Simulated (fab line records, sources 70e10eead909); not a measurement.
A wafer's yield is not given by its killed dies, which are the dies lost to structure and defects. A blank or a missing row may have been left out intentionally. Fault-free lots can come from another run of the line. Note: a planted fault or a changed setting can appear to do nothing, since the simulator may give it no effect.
fab line records	flow nand-harc
record lots=9	wafers=27	last-day=33
route steps=1302 shown A_CHANNEL_HOLE_D1@477 A_CHANNEL_FILL_D1@495 END@1301
lots untouched by any fault: they come from a run of this same line in which no faults occurred
start-h: hours from the record's first day to the start of the lot's first wafer shown	wait-h: hours since the lot's step before	" identical to the entry in the row above	L1.1+2: a single row standing in for several wafers	- no value, or no start was given	* or withheld: withheld	< > ~ a bound
route shown NAME@n: a module of which the file shows steps, and the number in the route of the first	usual: mean/standard deviation taken from wafers without a fault	same: alike in all rows	chamber/n: place in a boat	sites: per-site readings	_std_site: standard deviation across them	_edge_site: inner sites' mean taken away from outer sites' mean	radius-mm: for every site, how far away it sits from the centre of the wafer	mask NAME#n: copy n	behind: tool/chamber where the wafer was last shaped	hold: why the lot was held/for how many hours/how that ended	device: transistor that didn't switch, given as n, p or np	end of line: tests run on the same wafers once the route is complete	a step without rows: its recipe alone	killed: count of dies lost to structure and defects at first sort (not the wafer's yield)	map: the dies of a wafer, with x for killed, . for not killed, _ for no die there
set.NAME: the setting the step ran with; set.NAME@STEP: the setting that earlier step ran with	model.NAME: the simulator's own value behind a step, which no gauge read
steps of the route over a sample of lots; a table a step, a row a wafer
services: the hour from which a tool's chamber was out of use, counted from the record's first day as start-h (under 0 if before that day), plus the number of hours and why
## steps
# step NHARC_A_CHANNEL_HOLE_D1_ETCH_25
# recipe bias-v=5000	source-w=withheld	pressure-mtorr=20	time-s=1040.2	ar-flow-sccm=375	c4f8-flow-sccm=93.8	o2-flow-sccm=31.2	temp-c=-20	target-depth-a=15000	chemistry=C4F8/O2/Ar
# usual c4f8-flow-sccm=93.81/0.28	drypump-motor-current-A=5.71/0.21	showerhead-plenum-p-Torr=3.67/0.092	throttle-valve-pct=32.237/0.0099
lot.wafer	tool	chamber	start-h	wait-h	c4f8-flow-sccm	drypump-motor-current-A	rf-hours-counter-h	showerhead-plenum-p-Torr	throttle-valve-pct
L978.2	har-etch-02	0	216.00	0.6	93.91	5.35	312	3.75	32.222
L978.1	"	1	"	"	93.78	5.78	312	3.75	32.219
L978.3	"	1	"	"	94.04	5.78	-	3.75	32.228
L982.1	har-etch-01	0	271.93	0.6	93.60	5.94	137	3.53	32.238
L982.3	"	1	"	"	93.93	5.64	-	3.70	32.241
L982.5	"	1	"	"	94.30	5.66	-	3.70	32.224
L984.2	har-etch-02	1	283.37	0.7	93.57	5.76	358	3.73	32.227
L984.4	"	0	"	"	94.24	5.35	-	3.74	32.250
L984.3	"	1	"	"	93.57	5.78	-	3.73	32.251
L985.2	har-etch-01	1	284.24	0.7	93.46	5.72	148	3.70	32.256
L985.6	"	0	"	"	93.59	5.95	-	3.53	32.243
L985.5	"	1	"	"	93.60	5.71	-	3.70	32.244
L992.2	har-etch-02	1	349.36	0.7	93.90	5.80	396	3.71	32.232
L992.1	"	0	"	"	93.61	5.35	373	3.72	32.246
L992.3	"	0	"	"	93.75	5.34	-	3.72	32.225
L994.2	har-etch-01	1	390.39	0.6	93.75	5.68	209	3.66	32.258
L994.3	"	1	"	"	94.23	5.66	-	3.66	32.222
L994.4	"	0	"	"	94.20	5.96	-	3.49	32.261
L995.2	har-etch-01	1	394.71	0.7	94.39	5.72	213	3.66	32.250
L995.3	"	1	"	"	94.09	5.70	-	3.66	32.218
L995.5	"	1	"	"	94.07	5.70	-	3.66	32.246
L997.2	har-etch-02	0	405.75	0.7	94.08	5.36	11	3.71	32.217
L997.4	"	1	"	"	93.57	5.82	-	3.69	32.251
L997.5	"	0	"	"	93.71	5.36	-	3.71	32.248
L996.1	har-etch-01	0	406.90	0.7	93.92	5.94	224	3.49	32.240
L996.3	"	0	"	"	93.53	5.95	-	3.49	32.238
L996.6	"	0	"	"	93.68	5.96	-	3.49	32.229
# step NHARC_A_CHANNEL_HOLE_D1_STRIP_27
# recipe o2-flow-sccm=500	ar-flow-sccm=0	bias-w=0	chemistry=O2
# usual drypump-motor-current-A=5.6/0.4	oes-product-au=0.993/0.0094	rf-vpp-V=57.7/0.84	showerhead-plenum-p-Torr=3.47/0.11	throttle-valve-pct=17.036/0.0089
lot.wafer	tool	chamber	start-h	wait-h	drypump-motor-current-A	oes-product-au	rf-hours-counter-h	rf-vpp-V	showerhead-plenum-p-Torr	throttle-valve-pct
L978.2	rie-diel-10	3	-	-	5.9	1.011	11	58.1	3.43	17.044
L978.1	"	1	"	"	5.1	0.996	14	57.9	3.45	17.041
L978.3	"	2	"	"	5.3	1.009	13	58.4	3.72	17.029
L982.3	rie-diel-03	2	-	-	5.5	0.983	49	57.6	3.54	17.035
L982.1	"	3	"	"	5.1	0.996	50	57.9	3.49	17.039
L982.5	"	0	"	"	6.1	1.010	-	58.2	3.57	17.017
L984.3	rie-diel-10	2	-	-	5.3	0.991	4	57.7	3.72	17.060
L984.2	"	3	"	"	6.0	0.997	4	57.0	3.42	17.037
L984.4	"	0	"	"	6.0	0.983	4	58.1	3.46	17.038
L985.2	rie-diel-10	3	-	-	6.0	1.011	4	57.6	3.42	17.031
L985.6	"	1	"	"	5.1	1.003	-	55.4	3.45	17.033
L985.5	"	2	"	"	5.2	0.999	-	58.1	3.72	17.038
L992.1	rie-diel-03	2	-	-	5.5	1.007	17	58.5	3.53	17.039
L992.3	"	0	"	"	6.1	0.972	20	56.5	3.55	17.035
L992.2	"	1	"	"	5.8	0.981	17	57.3	3.28	17.044
L994.4	rie-diel-11	0	-	-	6.3	0.978	38	55.5	3.45	17.034
L994.2	"	1	"	"	5.6	0.997	45	56.3	3.29	17.041
L994.3	"	2	"	"	5.3	0.992	48	58.9	3.40	17.042
L995.2	rie-diel-11	3	-	-	5.8	0.973	43	57.7	3.37	17.027
L995.3	"	0	"	"	6.3	0.984	39	57.9	3.45	17.049
L995.5	"	2	"	"	5.3	0.996	-	57.8	3.40	17.037
L997.2	rie-diel-10	0	-	-	6.0	0.991	15	57.6	3.45	17.038
L997.4	"	1	"	"	5.1	1.004	13	57.8	3.44	17.039
L997.5	"	3	"	"	5.9	0.990	-	57.6	3.42	17.036
L996.1	rie-diel-03	1	-	-	5.8	0.987	31	57.8	3.27	17.038
L996.3	"	3	"	"	5.1	1.001	33	57.6	3.47	17.034
L996.6	"	2	"	"	5.5	0.990	-	58.5	3.52	17.055
# step NHARC_A_CHANNEL_FILL_D1_ALD_15
# recipe target-thk-a=20	pulse-time-s=60	ald-cycles=19	temp-c=630	pressure-torr=2	material=SiNx
# usual precursor-pulse-height-rel=0.997/0.019
lot.wafer	tool	chamber	start-h	wait-h	precursor-pulse-height-rel
L978.1	ald-sin-batch-02	0	-	-	0.969
L978.2	"	0	"	"	0.978
L978.3	"	0	"	"	1.009
L982.1	ald-sin-batch-03	0	-	-	1.011
L982.3	"	0	"	"	0.998
L982.5	"	0	"	"	1.000
L984.2	ald-sin-batch-02	0	-	-	0.982
L984.3	"	0	"	"	0.970
L984.4	"	0	"	"	0.962
L985.2	ald-sin-batch-02	0	-	-	1.018
L985.5	"	0	"	"	0.998
L985.6	"	0	"	"	1.019
L992.1	ald-sin-batch-01	0	-	-	1.026
L992.2	"	0	"	"	1.035
L992.3	"	0	"	"	0.989
L994.2	ald-sin-batch-01	0	-	-	0.972
L994.3	"	0	"	"	0.969
L994.4	"	0	"	"	0.969
L995.2	ald-sin-batch-01	0	-	-	1.030
L995.3	"	0	"	"	1.015
L995.5	"	0	"	"	0.995
L996.1	ald-sin-batch-01	0	-	-	0.991
L996.3	"	0	"	"	1.004
L996.6	"	0	"	"	0.984
L997.2	ald-sin-batch-01	0	418.73	2.8	1.031
L997.4	"	0	"	"	1.011
L997.5	"	0	"	"	0.959
# step NHARC_A_CHANNEL_FILL_D1_CVD_05
# recipe target-thk-a=50	temp-c=550	material=poly-Si
# usual spike-tc-bottom-C=572.2/2.4	spike-tc-centre-C=550.6/1.1	spike-tc-lower-C=550.3/1.4	spike-tc-upper-C=550.0/1.3	tube-center-temp-C=550/0.056
lot.wafer	tool	chamber	start-h	wait-h	spike-tc-bottom-C	spike-tc-centre-C	spike-tc-lower-C	spike-tc-upper-C	tube-center-temp-C
L978.1	lpcvd-poly-04	0	249.50	2.3	576.5	551.7	548.3	551.1	550.02
L978.2	"	0	"	"	576.0	550.5	549.3	549.1	549.99
L978.3	"	0	"	"	575.3	551.8	548.3	549.4	549.92
L982.1	lpcvd-poly-01	0	303.07	2.4	583.9	565.4	566.2	564.5	565.74
L982.3	"	0	"	"	586.4	566.0	565.8	563.8	565.67
L982.5	"	0	"	"	584.9	564.4	564.2	564.3	565.68
L984.2	lpcvd-poly-03	0	312.80	2.3	573.7	551.8	552.3	551.9	549.95
L984.3	"	0	"	"	571.5	551.3	551.7	550.8	550
L984.4	"	0	"	"	571.3	549.3	551.4	551.9	549.98
L985.2	lpcvd-poly-03	0	312.80	2.3	571.9	552.7	552.5	550.9	550
L985.5	"	0	"	"	572.0	550.2	552.2	552.0	550.02
L985.6	"	0	"	"	571.7	550.9	551.8	551.8	550.03
L992.1	lpcvd-poly-03	0	382.88	2.3	570.0	551.4	551.3	550.5	549.97
L992.2	"	0	"	"	568.2	551.1	550.3	550.4	550.1
L992.3	"	0	"	"	570.3	552.8	550.1	552.1	550.03
L994.2	lpcvd-poly-01	0	420.38	2.4	570.6	549.4	549.4	547.5	550.04
L994.3	"	0	"	"	571.2	548.3	548.8	550.7	550
L994.4	"	0	"	"	568.0	550.3	549.9	548.8	549.95
L995.2	lpcvd-poly-01	0	424.41	2.4	570.1	550.4	549.3	549.4	550.04
L995.3	"	0	"	"	569.1	549.6	551.0	549.5	549.99
L995.5	"	0	"	"	571.5	550.5	549.2	550.0	549.95
L996.1	lpcvd-poly-04	0	437.22	2.3	576.6	551.2	549.8	549.6	550.06
L996.3	"	0	"	"	576.1	551.7	548.0	549.7	550.07
L996.6	"	0	"	"	574.1	551.5	549.8	549.1	550
L997.2	lpcvd-poly-04	0	437.22	2.3	578.1	551.7	549.2	549.3	549.91
L997.4	"	0	"	"	574.8	550.3	548.7	549.9	549.87
L997.5	"	0	"	"	575.0	552.5	547.6	548.4	550
# step NHARC_END_WLT_00
# usual VT_DECK1_BOTTOM=0.869/0.0064	VT_DECK1_BOTTOM_INNER=0.869/0.0066	VT_DECK1_MEDIAN_NEAR_BOTTOM=0.870/0.0065	VT_DECK1_MEDIAN_NEAR_BOTTOM_INNER=0.870/0.0072	VT_DECK1_MIDDLE=0.883/0.0057	VT_DECK1_MIDDLE_INNER=0.883/0.0059	VT_DECK1_TOP=0.895/0.0059	VT_DECK1_TOP_INNER=0.895/0.0059	VT_DECK2_BOTTOM=0.870/0.0079	VT_DECK2_BOTTOM_INNER=0.868/0.0078	VT_DECK2_MEDIAN_NEAR_BOTTOM=0.870/0.0082	VT_DECK2_MEDIAN_NEAR_BOTTOM_INNER=0.870/0.0083	VT_DECK2_MIDDLE=0.882/0.0072	VT_DECK2_MIDDLE_INNER=0.883/0.0068	VT_DECK2_TOP=0.894/0.0082	VT_DECK2_TOP_INNER=0.893/0.0077
lot.wafer	tool	chamber	start-h	wait-h	VT_DECK1_BOTTOM	VT_DECK1_BOTTOM_INNER	VT_DECK1_MEDIAN_NEAR_BOTTOM	VT_DECK1_MEDIAN_NEAR_BOTTOM_INNER	VT_DECK1_MIDDLE	VT_DECK1_MIDDLE_INNER	VT_DECK1_TOP	VT_DECK1_TOP_INNER	VT_DECK2_BOTTOM	VT_DECK2_BOTTOM_INNER	VT_DECK2_MEDIAN_NEAR_BOTTOM	VT_DECK2_MEDIAN_NEAR_BOTTOM_INNER	VT_DECK2_MIDDLE	VT_DECK2_MIDDLE_INNER	VT_DECK2_TOP	VT_DECK2_TOP_INNER
L978.1	prober-01	-	589.47	0.0	0.874	0.871	0.874	0.869	0.890	0.876	0.891	0.896	0.870	0.868	0.863	0.876	0.882	0.878	0.895	0.890
L978.2	"	-	"	"	0.861	0.861	0.862	0.856	0.874	0.887	0.888	0.899	0.867	0.864	0.860	0.862	0.872	0.883	0.893	0.887
L978.3	"	-	"	"	0.865	0.863	0.863	0.856	0.877	0.877	0.891	0.893	0.870	0.870	0.864	0.867	0.873	0.872	0.891	0.891
L982.1	prober-02	-	655.00	0.1	0.973	0.964	0.968	0.970	0.982	0.993	0.999	1.002	0.857	0.858	0.853	0.861	0.882	0.879	0.888	0.893
L982.3	"	-	"	"	0.963	0.965	0.962	0.965	0.994	0.979	1.002	1.004	0.869	0.870	0.866	0.868	0.881	0.884	0.892	0.895
L982.5	"	-	"	"	0.964	0.964	0.969	0.959	0.984	0.986	0.999	0.999	0.867	0.868	0.861	0.866	0.881	0.874	0.891	0.893
L984.2	prober-01	-	660.11	0.5	0.872	0.880	0.879	0.877	0.888	0.892	0.898	0.904	0.860	0.866	0.870	0.862	0.875	0.885	0.875	0.885
L984.3	"	-	"	"	0.880	0.879	0.894	0.890	0.892	0.889	0.900	0.900	0.860	0.870	0.860	0.865	0.875	0.868	0.877	0.886
L984.4	"	-	"	"	0.882	0.882	0.868	0.876	0.889	0.892	0.904	0.905	0.858	0.865	0.867	0.866	0.877	0.866	0.889	0.882
L985.2	prober-01	-	672.06	0.5	0.862	0.869	0.869	0.878	0.887	0.884	0.906	0.898	0.861	0.857	0.874	0.874	0.878	0.883	0.894	0.885
L985.5	"	-	673.56	2.1	0.869	0.873	0.873	0.877	0.880	0.889	0.897	0.896	0.865	0.859	0.869	0.870	0.878	0.872	0.884	0.887
L985.6	"	-	"	"	0.878	0.883	0.885	0.876	0.893	0.886	0.899	0.899	0.871	0.871	0.870	0.873	0.884	0.886	0.888	0.887
L992.1	prober-02	-	733.02	0.1	0.878	0.873	0.888	0.874	0.890	0.894	0.902	0.898	0.877	0.867	0.885	0.876	0.891	0.883	0.899	0.890
L992.2	"	-	"	"	0.883	0.877	0.871	0.871	0.888	0.892	0.898	0.909	0.868	0.879	0.879	0.887	0.890	0.891	0.894	0.894
L992.3	"	-	"	"	0.881	0.879	0.874	0.880	0.892	0.892	0.901	0.903	0.881	0.876	0.885	0.885	0.880	0.892	0.895	0.895
L995.2	prober-02	-	768.26	0.6	0.870	0.865	0.871	0.876	0.885	0.873	0.903	0.897	0.868	0.867	0.873	0.866	0.885	0.891	0.892	0.901
L995.3	"	-	"	"	0.868	0.875	0.873	0.869	0.889	0.884	0.896	0.900	0.865	0.868	0.870	0.872	0.884	0.880	0.893	0.898
L995.5	"	-	"	"	0.867	0.874	0.862	0.865	0.883	0.875	0.899	0.890	0.880	0.877	0.879	0.878	0.886	0.889	0.892	0.892
L994.2	prober-01	-	776.52	0.5	0.876	0.862	0.874	0.874	0.885	0.884	0.894	0.898	0.883	0.882	0.880	0.892	0.893	0.896	0.910	0.902
L994.3	"	-	"	"	0.872	0.871	0.872	0.867	0.888	0.892	0.900	0.896	0.889	0.883	0.890	0.890	0.886	0.904	0.911	0.914
L994.4	"	-	"	"	0.870	0.868	0.867	0.872	0.885	0.889	0.906	0.895	0.874	0.881	0.878	0.877	0.897	0.893	0.919	0.911
L997.2	prober-02	-	776.52	0.5	0.869	0.867	0.869	0.864	0.883	0.892	0.900	0.904	0.872	0.870	0.863	0.874	0.879	0.881	0.902	0.907
L997.4	"	-	777.52	1.5	0.863	0.858	0.871	0.875	0.886	0.882	0.895	0.893	0.875	0.868	0.865	0.874	0.885	0.889	0.903	0.903
L997.5	"	-	"	"	0.873	0.871	0.866	0.861	0.886	0.882	0.898	0.901	0.862	0.869	0.871	0.870	0.885	0.886	0.903	0.893
L996.1	prober-02	-	783.81	7.8	0.860	0.864	0.863	0.872	0.877	0.886	0.895	0.898	0.867	0.867	0.869	0.865	0.870	0.871	0.875	0.882
L996.3	"	-	"	"	0.865	0.873	0.870	0.871	0.890	0.879	0.893	0.896	0.870	0.861	0.865	0.863	0.877	0.869	0.891	0.895
L996.6	"	-	786.27	10.3	0.874	0.874	0.863	0.869	0.877	0.881	0.895	0.900	0.863	0.867	0.865	0.871	0.875	0.883	0.883	0.883
# step NHARC_END_SORT_01
# recipe temp-c=25
# usual killed-at-array=64/18	killed-at-other=0.8/1.1	killed-at-periphery=3.8/2.7	killed-dies=68/18	killed-open=3.3/1.9	killed-short=2.3/1.8
# same gross-dies=677
lot.wafer	tool	chamber	start-h	wait-h	killed-at-array	killed-at-other	killed-at-periphery	killed-dies	killed-open	killed-short
L978.1	prober-01	0	592.45	2.5	86	2	4	92	3	1
L978.2	prober-01	0	593.25	2.8	72	1	7	80	2	2
L978.3	prober-01	0	594.05	3.1	87	0	7	94	1	0
L982.1	prober-02	0	657.96	2.5	28	4	5	37	2	5
L982.3	prober-02	0	659.55	3.1	28	0	4	32	2	0
L982.5	prober-02	0	661.14	3.7	42	1	7	50	5	4
L984.2	prober-01	0	663.41	2.8	88	0	6	94	4	3
L984.3	prober-01	0	664.21	3.1	79	0	4	83	2	3
L984.4	prober-01	0	665.02	3.4	84	1	6	91	7	0
L985.2	prober-01	0	675.36	2.8	71	0	0	71	3	3
L985.5	prober-01	0	677.74	3.7	53	0	4	57	3	0
L985.6	prober-01	0	678.53	4.0	56	0	4	60	3	1
L992.1	prober-02	0	735.98	2.5	77	0	2	79	3	2
L992.2	prober-02	0	736.77	2.8	64	0	3	67	3	2
L992.3	prober-02	0	737.57	3.1	66	0	0	66	2	0
L995.2	prober-02	0	771.52	2.8	65	2	3	70	2	3
L995.3	prober-02	0	772.32	3.1	48	2	4	54	5	1
L995.5	prober-02	0	773.91	3.7	49	2	5	56	5	0
L994.2	prober-01	0	779.81	2.8	51	4	4	59	4	3
L994.3	prober-01	0	780.61	3.1	65	4	6	75	4	5
L994.4	prober-01	0	781.41	3.4	63	0	4	67	4	1
L997.2	prober-02	0	779.82	2.8	34	0	10	44	5	2
L997.4	prober-02	0	781.41	3.4	30	0	11	41	5	1
L997.5	prober-02	0	782.21	3.7	25	0	7	32	5	2
L996.1	prober-02	0	786.76	2.5	63	0	1	64	1	3
L996.3	prober-02	0	788.37	3.1	85	0	0	85	1	3
L996.6	prober-02	0	790.77	4.0	77	1	7	85	5	1
# killed by level:class
L978.1 A_CHANNEL_HOLE_D1:chamber-film-flake=27 A_SLIT:chamber-film-flake=26 A_CHANNEL_HOLE_D2:chamber-film-flake=21 A_STAIRCASE:chamber-film-flake=4 A_CONTACT:chamber-film-flake=3 P_ZERO_WELL:chamber-film-flake=2 A_CHANNEL_FILL_D2:chamber-film-flake=2 A_CHANNEL_FILL_D2:geometric-particle:short=1
L978.2 A_SLIT:chamber-film-flake=24 A_CHANNEL_HOLE_D2:chamber-film-flake=22 A_CHANNEL_HOLE_D1:chamber-film-flake=20 A_STAIRCASE:chamber-film-flake=3 A_CONTACT:chamber-film-flake=3 P_M0:geometric-particle:open=2 P_STI:chamber-film-flake=2 P_GATE:chamber-film-flake=2
L978.3 A_CHANNEL_HOLE_D2:chamber-film-flake=32 A_SLIT:chamber-film-flake=27 A_CHANNEL_HOLE_D1:chamber-film-flake=25 P_STI:chamber-film-flake=5 A_CONTACT:chamber-film-flake=3 P_CONTACT:geometric-particle:open=1 P_ZERO_WELL:chamber-film-flake=1
L982.1 A_CHANNEL_HOLE_D2:chamber-film-flake=8 A_CHANNEL_HOLE_D1:chamber-film-flake=6 A_CONTACT:chamber-film-flake=6 THIN_TSV:chamber-film-flake=4 A_STAIRCASE:chamber-film-flake=2 P_GATE:geometric-particle:open=1 P_CONTACT:geometric-particle:short=1 P_M0:geometric-particle:short=1
L982.3 A_CHANNEL_HOLE_D2:chamber-film-flake=14 A_CHANNEL_HOLE_D1:chamber-film-flake=5 P_M0:chamber-film-flake=2 A_SLIT:chamber-film-flake=2 A_CONTACT:chamber-film-flake=2 A_CHANNEL_HOLE_D1:geometric-particle:open=1 A_M0:geometric-particle:open=1 P_STI:chamber-film-flake=1
L982.5 A_CHANNEL_HOLE_D2:chamber-film-flake=17 A_CONTACT:chamber-film-flake=6 A_CHANNEL_HOLE_D1:chamber-film-flake=4 A_WL_FILL:geometric-particle:short=3 A_STAIRCASE:chamber-film-flake=3 A_SLIT:chamber-film-flake=3 P_BONDPAD:chamber-film-flake=2 A_BLC:chamber-film-flake=2
L984.2 A_CHANNEL_HOLE_D1:chamber-film-flake=41 A_SLIT:chamber-film-flake=27 A_ZERO_WELL:chamber-film-flake=4 A_BLC:chamber-film-flake=4 A_CONTACT:chamber-film-flake=3 A_WL_FILL:geometric-particle:short=2 P_ZERO_WELL:chamber-film-flake=2 A_CHANNEL_FILL_D2:chamber-film-flake=2
L984.3 A_CHANNEL_HOLE_D1:chamber-film-flake=31 A_SLIT:chamber-film-flake=30 A_CONTACT:chamber-film-flake=4 P_ZERO_WELL:chamber-film-flake=3 A_CHANNEL_HOLE_D2:chamber-film-flake=3 A_STAIRCASE:chamber-film-flake=3 A_WL_FILL:geometric-particle:short=2 A_CHANNEL_FILL_D1:geometric-particle:open=1
L984.4 A_SLIT:chamber-film-flake=38 A_CHANNEL_HOLE_D1:chamber-film-flake=25 A_ZERO_WELL:chamber-film-flake=4 A_CHANNEL_FILL_D2:chamber-film-flake=3 A_BLC:chamber-film-flake=3 A_CHANNEL_FILL_D1:geometric-particle:open=2 A_ONON_D2:geometric-particle:open=2 P_ZERO_WELL:chamber-film-flake=2
L985.2 A_SLIT:chamber-film-flake=40 A_CHANNEL_HOLE_D2:chamber-film-flake=12 A_STAIRCASE:chamber-film-flake=4 A_M0:geometric-particle:open=2 A_DECK1_JOINT:chamber-film-flake=2 A_WL_FILL:chamber-film-flake=2 A_CHANNEL_FILL_D1:geometric-particle:short=1 A_CHANNEL_FILL_D2:geometric-particle:open=1
L985.5 A_SLIT:chamber-film-flake=25 A_CHANNEL_HOLE_D2:chamber-film-flake=16 A_CHANNEL_HOLE_D1:chamber-film-flake=4 A_STAIRCASE:chamber-film-flake=4 P_CONTACT:geometric-particle:open=2 A_BLC:chamber-film-flake=2 P_M2:geometric-particle:open=1 P_ZERO_WELL:chamber-film-flake=1
L985.6 A_SLIT:chamber-film-flake=26 A_CHANNEL_HOLE_D2:chamber-film-flake=12 A_CHANNEL_HOLE_D1:chamber-film-flake=8 A_CONTACT:chamber-film-flake=3 P_GATE:chamber-film-flake=2 A_BLC:chamber-film-flake=2 P_GATE:geometric-particle:open=1 A_CHANNEL_FILL_D1:geometric-particle:open=1
L992.1 A_CHANNEL_HOLE_D1:chamber-film-flake=36 A_CHANNEL_HOLE_D2:chamber-film-flake=24 A_SLIT:chamber-film-flake=5 A_CHANNEL_FILL_D1:chamber-film-flake=4 A_STAIRCASE:chamber-film-flake=3 P_CONTACT:geometric-particle:short=1 A_ONON_D1:geometric-particle:open=1 A_CHANNEL_HOLE_D2:geometric-particle:open=1
L992.2 A_CHANNEL_HOLE_D1:chamber-film-flake=32 A_CHANNEL_HOLE_D2:chamber-film-flake=19 A_SLIT:chamber-film-flake=5 A_STAIRCASE:chamber-film-flake=3 P_M0:geometric-particle:open=2 A_WL_FILL:chamber-film-flake=2 P_CONTACT:geometric-particle:short=1 A_ONON_D1:geometric-particle:short=1
L992.3 A_CHANNEL_HOLE_D1:chamber-film-flake=27 A_CHANNEL_HOLE_D2:chamber-film-flake=27 A_SLIT:chamber-film-flake=5 A_STAIRCASE:chamber-film-flake=2 A_M0:chamber-film-flake=2 A_ONON_D1:geometric-particle:open=1 A_CHANNEL_FILL_D1:geometric-particle:open=1 A_DECK1_JOINT:chamber-film-flake=1
L995.2 A_SLIT:chamber-film-flake=35 A_CHANNEL_HOLE_D1:chamber-film-flake=12 A_STAIRCASE:chamber-film-flake=5 A_M0:chamber-film-flake=3 A_CHANNEL_HOLE_D2:chamber-film-flake=2 THIN_TSV:chamber-film-flake=2 A_CHANNEL_FILL_D1:geometric-particle:open=1 A_CHANNEL_HOLE_D2:geometric-particle:short=1
L995.3 A_SLIT:chamber-film-flake=23 A_CHANNEL_HOLE_D1:chamber-film-flake=12 A_STAIRCASE:chamber-film-flake=4 P_M2:chamber-film-flake=2 A_WL_FILL:chamber-film-flake=2 THIN_TSV:chamber-film-flake=2 A_ONON_D1:geometric-particle:open=1 A_DECK1_JOINT:geometric-particle:open=1
L995.5 A_SLIT:chamber-film-flake=21 A_CHANNEL_HOLE_D1:chamber-film-flake=9 A_STAIRCASE:chamber-film-flake=8 P_M2:chamber-film-flake=3 A_CONTACT:chamber-film-flake=3 A_ONON_D2:geometric-particle:open=2 A_WL_FILL:chamber-film-flake=2 THIN_TSV:chamber-film-flake=2
L994.2 A_SLIT:chamber-film-flake=25 A_CHANNEL_HOLE_D1:chamber-film-flake=10 A_STAIRCASE:chamber-film-flake=6 A_CONTACT:chamber-film-flake=4 THIN_TSV:chamber-film-flake=3 P_CONTACT:geometric-particle:open=1 A_CHANNEL_FILL_D1:geometric-particle:open=1 A_DECK1_JOINT:geometric-particle:short=1
L997.2 P_GATE:chamber-film-flake=9 A_SLIT:chamber-film-flake=9 A_STAIRCASE:chamber-film-flake=5 A_M1:chamber-film-flake=5 A_CONTACT:chamber-film-flake=3 A_DECK1_JOINT:chamber-film-flake=3 A_M0:geometric-particle:open=2 A_ZERO_WELL:chamber-film-flake=2
L994.3 A_SLIT:chamber-film-flake=32 A_CHANNEL_HOLE_D1:chamber-film-flake=15 A_CONTACT:chamber-film-flake=9 THIN_TSV:chamber-film-flake=4 A_STAIRCASE:chamber-film-flake=2 P_GATE:geometric-particle:short=1 P_M0:geometric-particle:short=1 A_SOURCE_PLATE:geometric-particle:open=1
L994.4 A_SLIT:chamber-film-flake=34 A_CHANNEL_HOLE_D1:chamber-film-flake=15 A_CONTACT:chamber-film-flake=8 A_CHANNEL_HOLE_D2:chamber-film-flake=3 P_BONDPAD:chamber-film-flake=2 P_GATE:geometric-particle:open=1 P_M1:geometric-particle:open=1 A_WL_FILL:geometric-particle:short=1
L997.4 A_SLIT:chamber-film-flake=10 A_CONTACT:chamber-film-flake=9 P_GATE:chamber-film-flake=8 P_M0:geometric-particle:open=3 A_STAIRCASE:chamber-film-flake=3 A_CHANNEL_FILL_D1:geometric-particle:open=2 A_CHANNEL_HOLE_D1:chamber-film-flake=2 A_M1:chamber-film-flake=2
L997.5 A_SLIT:chamber-film-flake=10 P_GATE:chamber-film-flake=5 A_STAIRCASE:chamber-film-flake=2 A_WL_FILL:chamber-film-flake=2 A_CONTACT:chamber-film-flake=2 P_M0:geometric-particle:open=1 P_M2:geometric-particle:open=1 A_CHANNEL_FILL_D1:geometric-particle:short=1
L996.1 A_SLIT:chamber-film-flake=25 A_CHANNEL_HOLE_D2:chamber-film-flake=15 A_CONTACT:chamber-film-flake=9 A_CHANNEL_HOLE_D1:chamber-film-flake=8 A_STAIRCASE:chamber-film-flake=2 P_CONTACT:geometric-particle:short=1 A_ONON_D1:geometric-particle:short=1 A_CHANNEL_HOLE_D1:geometric-particle:open=1
L996.3 A_SLIT:chamber-film-flake=34 A_CHANNEL_HOLE_D2:chamber-film-flake=23 A_CHANNEL_HOLE_D1:chamber-film-flake=11 A_CONTACT:chamber-film-flake=8 A_CHANNEL_FILL_D2:geometric-particle:short=2 A_CHANNEL_FILL_D1:chamber-film-flake=2 A_STAIRCASE:chamber-film-flake=2 A_ONON_D1:geometric-particle:open=1
L996.6 A_CHANNEL_HOLE_D2:chamber-film-flake=24 A_SLIT:chamber-film-flake=24 A_CHANNEL_HOLE_D1:chamber-film-flake=16 A_CONTACT:chamber-film-flake=6 P_ZERO_WELL:chamber-film-flake=3 A_ZERO_WELL:chamber-film-flake=2 P_CONTACT:geometric-particle:open=1 P_M0:geometric-particle:open=1
## services
tool	chamber	start-h	hours	kind
rie-diel-10	0	197.00	-	clean
rie-diel-10	1	197.00	-	clean
rie-diel-10	2	197.00	-	clean
rie-diel-10	3	197.00	-	clean
ald-sin-batch-01	-	209.06	5.9	repair
rie-diel-10	0	221.50	-	clean
har-etch-02	-	241.57	9.9	repair
rie-diel-10	-	242.50	9.0	pm
lpcvd-poly-01	-	242.86	4.4	repair
rie-diel-11	3	247.73	3.7	repair
rie-diel-11	0	252.34	2.6	repair
rie-diel-11	-	255.53	9.0	pm
rie-diel-03	1	262.06	34.1	repair
har-etch-01	-	264.55	4.1	repair
ald-sin-batch-02	-	266.00	26.0	pm
rie-diel-03	-	281.38	9.0	pm
rie-diel-03	0	332.70	5.6	repair
rie-diel-03	3	346.62	14.6	repair
rie-diel-03	2	347.41	6.0	repair
har-etch-02	-	377.39	17.0	pm
lpcvd-poly-03	-	393.21	26.0	pm
rie-diel-11	3	417.39	4.8	repair
rie-diel-10	-	419.50	9.0	pm
rie-diel-11	-	432.53	9.0	pm
## key
first-sign step=NHARC_A_CHANNEL_FILL_D1_CVD_05	reading=tube-center-temp-C	direction=up	sigmas=99+	usual=*	struck=*
effect step=NHARC_A_CHANNEL_FILL_D1_CVD_05	reading=spike-tc-centre-C	direction=up	sigmas=13	usual=550.6	struck=565.2
effect step=NHARC_END_WLT_00	reading=VT_DECK1_MIDDLE	direction=up	sigmas=18	usual=0.883	struck=0.987
met-at NHARC_A_CHANNEL_FILL_D1_CVD_05
struck-lots L982
tester-left-out L982
not-acting-at NHARC_A_CHANNEL_HOLE_D1_ETCH_25,NHARC_A_CHANNEL_HOLE_D1_STRIP_27,NHARC_A_CHANNEL_FILL_D1_ALD_15
fault kind=process-parameter-drift	tool=lpcvd-poly-01	chamber=-	onset-h=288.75	steps=NHARC_P_GATE_CVD_17,NHARC_A_SOURCE_PLATE_CVD_03,NHARC_A_CHANNEL_FILL_D1_CVD_18,NHARC_A_CHANNEL_FILL_D1_CVD_05,NHARC_A_CHANNEL_FILL_D1_CVD_09,NHARC_A_DECK1_JOINT_CVD_12,NHARC_A_CHANNEL_FILL_D2_CVD_18,NHARC_A_CHANNEL_FILL_D2_CVD_05,+2	channel=temp-c	offset=*	shape=step	end-h=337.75
# tester-left-out: of these lots the tester's yield and bins aren't shown, on N5 and GAA mostly nor the transistor test; their killed dies are dies lost to structure and defects alone, not to doping, threshold or leakage, so they don't give the yield
